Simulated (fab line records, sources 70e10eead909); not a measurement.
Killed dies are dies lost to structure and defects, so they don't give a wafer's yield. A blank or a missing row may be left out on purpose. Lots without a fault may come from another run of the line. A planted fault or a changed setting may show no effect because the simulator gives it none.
A struck lot beside a sound one | flow nand_harc | 14 steps out of a route of 1159
Sound: wafers L886.1, L886.2, L886.3. Struck: wafers L879.3, L879.5, L879.6. The cause comes at the end.
At each step with rows: each side's tool, then ch and its chambers, then its first start. Under that, the readings that differ: sound wafers | struck wafers | difference of the means | sigmas: that difference in standard deviations of wafers without a fault.
alike: readings whose means differ by less than 2 such deviations, and words and numbers that are the same on both sides. not compared: withheld readings, readings that some wafer has no value for, bounds like >300 that may hide the same value, and numbers for which the record gives no deviation and whose values overlap.
The two part at a step that has a row with sigmas, a row that says differs or no value, or rows on one side only. Numbers that don't overlap but have no deviation are shown without sigmas and don't part them. A reading that every wafer of one side lacks parts them only if that side has two wafers or more.

NHARC_P_ZERO_WELL_CD_MEAS_24: target cd 720 nm.
  sound on cd_sem-03 ch 0, day 6 02:35; struck on cd_sem-01 ch 0, day 4 08:43
  alike: cd_nm
then, 1 step without rows for these wafers: NHARC_P_ZERO_WELL_HARDBAKE_25 (time 80 s).
NHARC_P_ZERO_WELL_DESCUM_26: chemistry O2, time 3 s.
  sound on rie_diel-05 ch 0,1,3, day 6 02:46; struck on rie_diel-11 ch 1,2,3, day 4 08:55
  alike: drypump_motor_current_A, oes_product_au, rf_vpp_V, showerhead_plenum_p_Torr, throttle_valve_pct
  not compared: rf_hours_counter_h
then, 9 steps without rows for these wafers: NHARC_P_ZERO_WELL_IMPLANT_27; NHARC_P_ZERO_WELL_IMPLANT_57; NHARC_P_ZERO_WELL_IMPLANT_58; NHARC_P_ZERO_WELL_STRIP_28 (strips in SPM, time 840 s); NHARC_P_ZERO_WELL_DEHYDRATE_29 (time 120 s); NHARC_P_ZERO_WELL_HMDS_30 (time 30 s); NHARC_P_ZERO_WELL_COAT_31; NHARC_P_ZERO_WELL_SOFTBAKE_32 (time 95 s); NHARC_P_ZERO_WELL_EBR_33.
NHARC_P_ZERO_WELL_EXPOSE_34: exposes mask P PWELL, target cd 720 nm.
  sound on krf_scanner-02 ch 0, day 6 03:58; struck on krf_scanner-01, day 4 10:12
  no value came back on the struck wafers for exposure_dose_mJ_cm2, focus_offset_nm (nm); on the sound wafers exposure_dose_mJ_cm2 reads 22.296 22.278 22.310
  alike: mask
then, 1 step without rows for these wafers: NHARC_P_ZERO_WELL_PEB_35 (peb time 85 s).

WHERE THEY PART
Only at NHARC_P_ZERO_WELL_EXPOSE_34, within this record.

WHY: what the simulator had put in
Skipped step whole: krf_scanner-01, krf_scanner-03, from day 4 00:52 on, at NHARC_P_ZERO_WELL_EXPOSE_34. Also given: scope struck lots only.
